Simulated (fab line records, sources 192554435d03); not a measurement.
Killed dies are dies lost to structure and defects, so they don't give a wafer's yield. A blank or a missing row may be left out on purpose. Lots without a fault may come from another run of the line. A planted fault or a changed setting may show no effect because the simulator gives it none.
fab line records | flow n5_finfet
record lots=6 wafers=18 last_day=17
route steps=1938 shown BEOL_M1@767 BEOL_M4@1111
lots that met no fault: from a run of the same line without faults
start_h: hours from the record's first day to the start of the lot's first wafer shown | wait_h: hours since the lot's step before | " the same as in the row above | L1.1+2: a row that stands for several wafers | - no value, or no start given | * or withheld: withheld | < > ~ a bound
route shown NAME@n: a module of which the file shows steps, and the number in the route of the first | usual: mean/standard deviation of fault-free wafers | same: alike in all rows | chamber/n: place in a boat | sites: the reading at each site | _std_site: their standard deviation | _edge_site: outer sites' mean less inner sites' | radius_mm: how far each site lies from the wafer's centre | mask NAME#n: copy n | behind: the tool/chamber that last shaped the wafer | hold: why the lot was held/for how many hours/how that ended | device: the transistor (n, p or np) that didn't switch | end of line: the same wafers' tests at the end of the route | a step without rows: its recipe alone | killed: dies lost to structure and defects at the first sort, not the wafer's yield | map: a wafer's dies, x killed, . not, _ none there
set.NAME: the setting as run; set.NAME@STEP: as run at that earlier step | model.NAME: the simulator's own value behind a step, which no gauge read
lots at some steps of the route; a table a step, a row a wafer
services: from which hour (start_h, from the record's first day; less than 0 if before it) a tool's chamber was out of use, for how many hours, and why
## steps
# step N5_BEOL_M1_DESCUM_16
# recipe chemistry=O2 time_s=7 source_power_w=50 bias_power_w=20 pressure_mtorr=20 rf_frequency_hz=2.712e+07 temp_c=40 resist=CAR-EUV o2_flow_sccm=225
# usual chamber_pressure_mTorr=20.000/0.02 drypump_motor_current_A=5.6/0.33 oes_product_au=0.79/0.074 rf_vpp_V=243.0/1.2 showerhead_plenum_p_Torr=2.10/0.05 throttle_valve_pct=20.49/0.26
# columns lot.wafer tool chamber start_h wait_h chamber_pressure_mTorr drypump_motor_current_A oes_product_au rf_hours_counter_h rf_vpp_V showerhead_plenum_p_Torr throttle_valve_pct
L942.2 rie_diel-02 2 130.59 0.0 19.994 5.5 0.71 186 243.1 2.07 20.23
L942.4 " 2 " " 20.015 5.5 0.72 - 243.6 2.07 20.23
L942.5 " 3 " " 20.029 5.2 0.83 - 242.3 2.12 20.06
L945.1 rie_diel-06 0 149.51 0.6 19.998 5.1 0.71 217 245.1 2.15 20.29
L945.2 " 2 " " 19.998 6.0 0.85 46 241.8 2.06 20.49
L945.6 " 0 " " 19.991 5.0 0.70 - 243.9 2.15 20.28
L952.2 rie_diel-06 0 203.63 0.4 19.975 5.1 0.69 234 244.5 2.14 20.30
L952.3 " 2 " " 20.022 6.0 0.84 60 242.5 2.05 20.50
L952.6 " 2 " " 20.015 6.0 0.84 - 241.4 2.05 20.52
L953.1 rie_diel-06 0 206.31 0.0 19.987 5.1 0.68 235 243.7 2.14 20.32
L953.2 " 1 " " 19.976 5.3 0.77 149 242.7 2.10 20.57
L953.4 " 2 " " 19.983 6.0 0.84 61 241.5 2.05 20.53
L958.1 rie_diel-02 0 227.06 0.1 20.031 5.5 0.91 25 243.5 2.14 20.57
L958.2 " 2 " " 19.990 5.5 0.69 213 242.9 2.07 20.29
L958.6 " 2 " " 19.975 5.5 0.69 - 243.1 2.07 20.30
L959.1 rie_diel-02 1 261.52 0.0 20.008 6.1 0.87 67 244.1 2.14 20.96
L959.2 " 0 " " 19.999 5.5 0.90 36 243.1 2.13 20.58
L959.3 " 2 " " 20.025 5.5 0.69 226 242.4 2.06 20.30
# step N5_BEOL_M1_ETCH_74
# recipe chemistry=N2/H2 target=underlayer target_depth_a=65 mask_material=CAR-EUV time_s=5.2 ion_energy_ev=200 pressure_mtorr=30 source_w=840 bias_w=150 n2_flow_sccm=200 h2_flow_sccm=200 ends=cleared
# usual bias_w=150.0/0.49 chamber_pressure_mTorr=30.00/0.042 drypump_motor_current_A=5.6/0.34 etch_rf_on_time_s=5.23/0.1 n2_flow_sccm=199.9/0.52 oes_product_au=0.67/0.062 rf_vpp_V=523.7/2.1 showerhead_plenum_p_Torr=2.55/0.066 throttle_valve_pct=17.94/0.2
# columns lot.wafer tool chamber start_h wait_h bias_w chamber_pressure_mTorr drypump_motor_current_A etch_rf_on_time_s n2_flow_sccm oes_product_au rf_hours_counter_h rf_vpp_V showerhead_plenum_p_Torr throttle_valve_pct
L942.2 rie_diel-02 2 130.63 0.0 150.0 29.99 5.5 5.16 200.0 0.62 186 522.8 2.55 17.92
L942.4 " 2 " " 149.9 30.08 5.5 5.17 200.8 0.62 - 523.2 2.55 17.90
L942.5 " 3 " " 149.8 29.89 5.2 5.08 200.5 0.72 - 523.0 2.60 17.62
L945.1 rie_diel-06 0 149.55 0.0 149.1 30.00 5.1 5.13 199.9 0.59 217 526.0 2.62 17.71
L945.2 " 2 " " 149.1 30.04 6.0 5.30 201.4 0.72 46 524.2 2.49 17.80
L945.6 " 0 " " 149.4 30.03 5.1 5.22 199.7 0.59 - 525.8 2.62 17.70
L952.2 rie_diel-06 0 203.66 0.0 149.3 30.02 5.1 5.18 199.9 0.59 234 524.7 2.62 17.74
L952.3 " 2 " " 150.1 30.02 6.0 5.32 200.4 0.72 60 521.2 2.48 17.82
L952.6 " 2 " " 149.8 29.96 6.0 5.29 199.3 0.71 - 522.5 2.48 17.82
L953.1 rie_diel-06 0 206.34 0.0 149.6 29.94 5.1 5.21 200.7 0.58 235 527.8 2.62 17.77
L953.2 " 1 " " 149.7 29.96 5.3 5.24 198.9 0.65 149 524.5 2.54 17.97
L953.4 " 2 " " 149.8 30.08 6.0 5.28 200.1 0.72 61 522.0 2.48 17.82
L958.1 rie_diel-02 0 227.10 0.0 149.6 30.08 5.4 5.16 198.8 0.76 25 523.7 2.61 18.06
L958.2 " 2 " " 150.1 30.05 5.5 5.24 199.6 0.61 213 521.7 2.54 17.97
L958.6 " 2 " " 150.0 30.05 5.5 5.27 198.7 0.61 - 524.0 2.54 17.96
L959.1 rie_diel-02 1 261.56 0.0 149.0 30.00 6.1 5.25 199.5 0.72 67 525.4 2.58 18.23
L959.2 " 0 " " 150.7 29.98 5.5 5.13 199.5 0.75 36 525.6 2.60 18.10
L959.3 " 2 " " 149.3 30.04 5.5 5.18 199.7 0.60 226 521.3 2.54 18.00
# step N5_BEOL_M1_ETCH_63
# recipe chemistry=CF4 target=SiARC target_depth_a=156 mask_material=CAR-EUV time_s=26 ion_energy_ev=80 pressure_mtorr=40 source_w=545 bias_w=36 Ar_flow_sccm=100 cf4_flow_sccm=100 ends=cleared
# usual bias_w=36.00/0.1 chamber_pressure_mTorr=40.00/0.032 drypump_motor_current_A=5.6/0.34 etch_rf_on_time_s=26.1/0.48 mfc_ar_sccm=100.0/0.32 oes_product_au=0.67/0.062 rf_vpp_V=184.1/1.1 showerhead_plenum_p_Torr=2.14/0.052 throttle_valve_pct=15.60/0.16
# columns lot.wafer tool chamber start_h wait_h bias_w chamber_pressure_mTorr drypump_motor_current_A etch_rf_on_time_s mfc_ar_sccm oes_product_au rf_hours_counter_h rf_vpp_V showerhead_plenum_p_Torr throttle_valve_pct
L942.2 rie_diel-02 2 130.64 0.0 35.87 40.01 5.5 25.8 100.0 0.63 186 185.1 2.12 15.43
L942.4 " 2 " " 35.91 40.03 5.5 25.9 100.1 0.61 - 183.3 2.12 15.44
L942.5 " 3 " " 35.98 40.01 5.2 25.3 99.6 0.72 - 183.5 2.16 15.26
L945.1 rie_diel-06 0 149.56 0.0 35.92 39.98 5.1 25.8 99.9 0.59 217 185.0 2.20 15.58
L945.2 " 2 " " 36.02 40.02 6.0 26.4 100.2 0.73 46 183.4 2.10 15.58
L945.6 " 0 " " 35.91 39.97 5.1 25.7 99.8 0.60 - 184.7 2.20 15.58
L952.2 rie_diel-06 0 203.68 0.0 35.98 39.99 5.1 25.9 100.0 0.59 234 185.7 2.20 15.60
L952.3 " 2 " " 36.07 39.98 6.0 26.7 100.5 0.71 60 183.6 2.09 15.60
L952.6 " 2 " " 36.05 39.99 6.0 26.5 100.1 0.72 - 183.3 2.09 15.59
L953.1 rie_diel-06 0 206.36 0.0 36.03 40.01 5.0 25.9 99.9 0.58 235 184.0 2.20 15.61
L953.2 " 1 " " 35.99 40.02 5.3 25.9 100.2 0.66 149 185.2 2.13 15.70
L953.4 " 2 " " 35.94 40.00 6.0 26.4 100.0 0.71 61 185.3 2.09 15.60
L958.1 rie_diel-02 0 227.11 0.0 35.78 40.00 5.4 25.7 99.9 0.78 25 184.6 2.17 15.59
L958.2 " 2 " " 36.06 40.02 5.5 25.7 99.5 0.60 213 183.6 2.11 15.49
L958.6 " 2 " " 36.06 39.99 5.5 25.8 100.0 0.61 - 183.5 2.11 15.50
L959.1 rie_diel-02 1 261.57 0.0 36.02 40.00 6.1 26.0 99.9 0.74 67 183.5 2.16 15.82
L959.2 " 0 " " 36.03 40.01 5.4 25.4 100.3 0.77 36 184.8 2.17 15.61
L959.3 " 2 " " 36.10 40.03 5.5 26.0 99.8 0.60 226 183.8 2.11 15.53
# step N5_BEOL_M1_ETCH_64
# recipe chemistry=N2/H2 target=SOC target_depth_a=750 overetch_a=150 mask_material=SiARC temp_c=40 time_s=112.5 ion_energy_ev=200 pressure_mtorr=30 source_w=840 bias_w=150 n2_flow_sccm=200 h2_flow_sccm=200
# step N5_BEOL_M1_STRIP_65
# recipe chemistry=N2/H2 temp_c=40 n2_flow_sccm=200 h2_flow_sccm=200 rf_frequency_hz=6e+07
# step N5_BEOL_M1_STRIP_75
# recipe chemistry=N2/H2 temp_c=40 n2_flow_sccm=200 h2_flow_sccm=200 rf_frequency_hz=6e+07
# step N5_BEOL_M1_STRIP_66
# recipe chemistry=CF4 resist=SiARC power_w=300 bias_power_w=75 pressure_mtorr=50 cf4_flow_sccm=150 rf_frequency_hz=6e+07
# step N5_BEOL_M1_HM_OPEN_17
# recipe chemistry=Cl2/BCl3 target_depth_a=200 overetch_a=60 target=TiN mask_material=SOC ion_energy_ev=150 pressure_mtorr=10 icp_w=1000 bias_w=126 Cl2_flow_sccm=53.25 bcl3_flow_sccm=21.75 Ar_flow_sccm=25
# usual bias_w=126.0/0.39 chamber_pressure_mTorr=9.999/0.0083 drypump_motor_current_A=6.0/0.34 mfc_ar_sccm=25.01/0.081 oes_product_au=0.61/0.06 throttle_valve_pct=22.3/0.32
# columns lot.wafer tool chamber start_h wait_h bias_w chamber_pressure_mTorr drypump_motor_current_A mfc_ar_sccm oes_product_au rf_hours_counter_h throttle_valve_pct
L942.2 rie_metal-01 0 130.84 0.0 125.9 10.005 5.8 25.04 0.57 94 22.7
L942.4 " 1 " " 126.3 9.995 6.1 24.94 0.61 - 22.4
L942.5 " 1 " " 126.1 9.999 6.1 24.93 0.61 - 22.4
L945.1 rie_metal-02 0 149.76 0.0 126.4 9.996 6.5 25.01 0.61 68 21.8
L945.2 " 1 " " 125.9 9.997 5.7 24.89 0.75 11 22.0
L945.6 " 1 " " 126.1 9.992 5.7 24.90 0.75 - 22.0
L952.2 rie_metal-02 0 203.87 0.0 126.4 9.983 6.5 25.09 0.61 73 21.8
L952.3 " 0 " " 126.0 9.999 6.5 24.94 0.61 - 21.8
L952.6 " 1 " " 126.1 9.999 5.7 24.98 0.75 - 22.0
L953.1 rie_metal-01 1 206.56 0.0 125.7 9.994 6.1 25.02 0.59 79 22.4
L953.2 " 0 " " 126.2 9.988 5.8 25.04 0.55 102 22.8
L953.4 " 1 " " 125.6 10.014 6.1 25.06 0.59 - 22.4
L958.1 rie_metal-03 1 227.31 0.0 126.2 9.981 5.5 24.94 0.68 34 22.1
L958.2 " 0 " " 126.3 9.993 6.6 25.00 0.62 68 22.5
L958.6 " 1 " " 126.6 10.016 5.5 25.05 0.68 - 22.1
L959.1 rie_metal-01 1 261.77 0.0 125.7 9.992 6.1 25.09 0.58 84 22.5
L959.2 " 0 " " 126.0 10.004 5.8 24.91 0.55 106 22.7
L959.3 " 1 " " 125.7 10.007 6.0 25.02 0.58 - 22.4
# step N5_BEOL_M1_STRIP_19
# recipe chemistry=O2 power_w=400 temp_c=40 pressure_mtorr=30 rf_frequency_hz=6e+07 bias_power_w=0 overash_fraction=0.2 o2_flow_sccm=225
# usual chamber_pressure_mTorr=29.994/0.026 drypump_motor_current_A=5.7/0.32 oes_product_au=0.78/0.075 rf_vpp_V=3.6/0.5 showerhead_plenum_p_Torr=2.10/0.052 throttle_valve_pct=16.64/0.2
# columns lot.wafer tool chamber start_h wait_h chamber_pressure_mTorr drypump_motor_current_A oes_product_au rf_hours_counter_h rf_vpp_V showerhead_plenum_p_Torr throttle_valve_pct
L942.2 rie_diel-04 0 130.95 0.1 30.008 5.9 0.72 200 4.2 2.06 16.49
L942.4 " 1 " " 29.964 5.8 0.85 78 3.2 2.05 16.50
L942.5 " 0 " " 29.984 5.9 0.71 - 4.0 2.06 16.48
L945.1 rie_diel-04 2 149.96 0.2 29.973 6.1 0.73 153 3.4 2.19 16.54
L945.2 " 1 " " 30.004 5.8 0.84 84 3.9 2.05 16.51
L945.6 " 1 " " 30.034 5.8 0.83 - 2.6 2.05 16.52
L952.2 rie_diel-04 3 204.09 0.2 30.036 5.4 0.73 174 3.5 2.16 16.58
L952.3 " 1 " " 29.991 5.8 0.82 98 3.8 2.04 16.54
L952.6 " 3 " " 29.975 5.3 0.73 - 3.0 2.16 16.57
L953.1 rie_diel-04 2 206.67 0.1 30.009 6.1 0.73 170 3.7 2.18 16.58
L953.2 " 3 " " 29.958 5.3 0.73 174 4.3 2.16 16.59
L953.4 " 0 " " 30.001 6.0 0.70 223 3.2 2.05 16.54
L958.1 rie_diel-02 1 227.42 0.1 29.946 6.1 0.87 55 3.8 2.15 17.04
L958.2 " 0 " " 29.980 5.5 0.91 25 3.0 2.14 16.74
L958.6 " 1 " " 30.050 6.1 0.88 - 3.5 2.15 17.04
L959.1 rie_diel-06 1 261.89 0.1 30.002 5.3 0.75 166 4.4 2.10 16.85
L959.2 " 3 " " 29.997 5.5 0.73 204 4.2 2.01 17.10
L959.3 " 2 " " 30.010 6.0 0.81 78 3.4 2.05 16.75
# step N5_BEOL_M1_CD_MEAS_18
# recipe pitch_nm=36 target_cd_nm=18
# usual cd_nm=18.06/0.25
# columns lot.wafer tool chamber start_h wait_h cd_nm
L942.2 cd_sem-01 - 131.02 0.1 18.13
L942.4 " - " " 18.49
L942.5 " - " " 18.18
L945.1 cd_sem-01 - 150.03 0.0 18.13
L945.2 " - " " 18.40
L945.6 " - " " 18.26
L952.2 cd_sem-01 - 204.16 0.1 18.15
L952.3 " - " " 18.23
L952.6 " - " " 18.49
L953.1 cd_sem-02 - 206.74 0.0 17.91
L953.2 " - " " 18.18
L953.4 " - " " 18.02
L958.1 cd_sem-02 - 227.49 0.0 17.92
L958.2 " - " " 17.94
L958.6 " - " " 18.06
L959.1 cd_sem-01 - 261.96 0.0 17.52
L959.2 " - " " 17.94
L959.3 " - " " 17.94
# step N5_BEOL_M1_COAT_67
# recipe resist=SOC temp_c=250 time_s=60 spin_rpm=1500 resist_thk_nm=60
# step N5_BEOL_M1_COAT_68
# recipe resist=SiARC temp_c=220 time_s=60 spin_rpm=1500 resist_thk_nm=12
# step N5_BEOL_M1_COAT_76
# recipe resist=underlayer temp_c=205 time_s=60 spin_rpm=1500 resist_thk_nm=5
# usual chill_plate_temp_C=23.04/0.099 exhaust_pa=45.0/0.97 heater_power_total_W=391.7/1.4 plate_temp_C=204.99/0.15
# columns lot.wafer tool chamber start_h wait_h chill_plate_temp_C exhaust_pa heater_power_total_W plate_temp_C
L942.2 litho_track-03 0 131.06 - 23.11 46.0 391.9 205.04
L942.4 " 0 " " 23.04 44.1 391.7 204.96
L942.5 " 0 " " 22.94 44.0 392.2 205.11
L945.1 litho_track-05 0 150.07 - 23.03 43.8 391.5 205.19
L945.2 " 0 " " 22.96 45.9 389.8 205.23
L945.6 " 0 " " 23.20 44.7 393.0 205.28
L952.2 litho_track-04 0 204.20 - 23.12 45.1 390.1 205.05
L952.3 " 0 " " 23.05 44.1 390.1 204.97
L952.6 " 0 " " 23.08 43.9 390.2 205.12
L953.1 litho_track-03 0 206.78 - 23.16 44.4 374.0 198.39
L953.2 " 0 " " 23.09 44.5 375.6 198.19
L953.4 " 0 " " 23.06 45.3 374.4 198.11
L958.1 litho_track-03 0 227.53 - 23.08 44.9 377.5 198.20
L958.2 " 0 " " 23.16 46.9 375.2 198.02
L958.6 " 0 " " 22.96 45.3 375.6 198.13
L959.1 litho_track-05 0 262.00 - 23.25 46.5 390.6 204.86
L959.2 " 0 " " 23.06 44.6 389.9 205.11
L959.3 " 0 " " 23.09 45.6 394.1 205.17
# step N5_BEOL_M1_COAT_22
# recipe resist=CAR-EUV spin_rpm=1500 resist_thk_nm=30
# step N5_BEOL_M4_RC_MEAS_101
# usual DIBL_N=37.0/1.7 DIBL_P=36.7/2 IOFF_N=0.17/0.035 IOFF_P=0.22/0.035 ION_N=672/12 ION_P=461/7.5 SS_N=71.6/0.67 SS_P=73.4/0.64 VT_N=250/3.5 VT_P=-250/3.5
# columns lot.wafer tool chamber start_h wait_h DIBL_N[mV/V] DIBL_P[mV/V] IOFF_N[nA/um] IOFF_P[nA/um] ION_N[uA/um] ION_P[uA/um] SS_N[mV/dec] SS_P[mV/dec] VT_N[mV] VT_P[mV]
L942.2 prober-01 0 169.06 0.2 36.6 36.5 0.17 0.27 679 468 71.9 73.0 251 -240
L942.4 " 0 " " 36.4 34.7 0.15 0.23 674 467 71.8 73.6 250 -244
L942.5 " 0 " " 36.4 35.1 0.17 0.24 673 467 71.2 72.9 251 -242
L945.1 prober-01 0 192.66 0.0 37.1 36.3 0.16 0.21 675 462 71.6 74.1 249 -247
L945.2 " 0 " " 37.1 35.7 0.15 0.19 662 453 71.2 73.9 252 -253
L945.6 " 0 " " 37.6 36.5 0.16 0.20 683 461 71.2 73.5 248 -251
L952.2 prober-01 0 237.56 0.2 37.8 37.0 0.19 0.27 684 471 71.0 73.5 246 -244
L952.3 " 0 " " 39.2 37.5 0.21 0.27 680 464 71.5 73.8 245 -245
L952.6 " 0 " " 36.8 36.7 0.18 0.27 685 476 71.0 73.5 246 -244
L953.1 prober-01 0 239.25 0.0 36.6 35.5 0.14 0.22 666 468 70.9 73.6 252 -247
L953.2 " 0 " " 37.4 36.2 0.15 0.22 674 466 71.3 73.0 253 -249
L953.4 " 0 " " 37.5 36.1 0.15 0.22 670 459 71.0 72.8 251 -250
L958.1 prober-02 0 261.62 0.0 35.4 34.1 0.13 0.19 665 456 71.3 73.2 255 -251
L958.2 " 0 " " 35.9 35.2 0.14 0.20 670 461 70.9 73.0 251 -252
L958.6 " 0 " " 37.7 36.7 0.17 0.23 681 462 72.1 74.0 250 -248
L959.1 prober-02 0 297.30 0.0 39.2 39.3 0.23 0.26 702 470 72.8 73.7 246 -248
L959.2 " 0 " " 40.7 41.4 0.27 0.30 693 471 72.5 75.2 241 -248
L959.3 " 0 " " 38.9 38.4 0.20 0.25 678 468 72.1 73.6 247 -249
## services
# columns tool chamber start_h hours kind
rie_diel-02 0 119.59 - clean
rie_diel-02 0 119.59 - consumable_replace:focus_ring
rie_diel-02 0 119.59 19.3 scheduled_down
rie_diel-02 0 119.59 19.3 vent_cycle
rie_diel-06 2 136.20 3.6 repair
litho_track-04 - 137.72 - consumable_replace:filter
rie_diel-02 1 146.20 2.6 repair
rie_diel-04 1 156.15 5.6 repair
rie_diel-02 3 171.82 10.5 repair
rie_metal-01 1 182.26 8.9 repair
rie_diel-02 2 199.12 3.9 repair
rie_diel-06 - 201.04 0.4 repair
rie_diel-04 2 210.52 4.3 repair
rie_diel-04 0 233.13 1.3 repair
rie_diel-06 3 237.11 10.1 repair
litho_track-04 - 245.20 - consumable_replace:filter
rie_diel-06 0 256.68 - clean
rie_diel-06 0 256.68 - consumable_replace:focus_ring
rie_diel-06 0 256.68 16.4 scheduled_down
rie_diel-06 0 256.68 16.4 vent_cycle
## key
first_sign step=N5_BEOL_M1_COAT_76 reading=plate_temp_C direction=down sigmas=47 usual=* struck=*
effect step=N5_BEOL_M1_COAT_76 reading=heater_power_total_W direction=down sigmas=12 usual=* struck=*
met_at N5_BEOL_M1_COAT_76
struck_wafers L953.1,L953.2,L953.4,L958.1,L958.2,L958.6
onset_between 131.06 206.78
fault kind=process_parameter_drift tool=litho_track-03 chamber=- onset_h=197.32 steps=N5_BEOL_M1_COAT_76 channel=temp_c offset=* shape=step end_h=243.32 acts_in=* stated=*
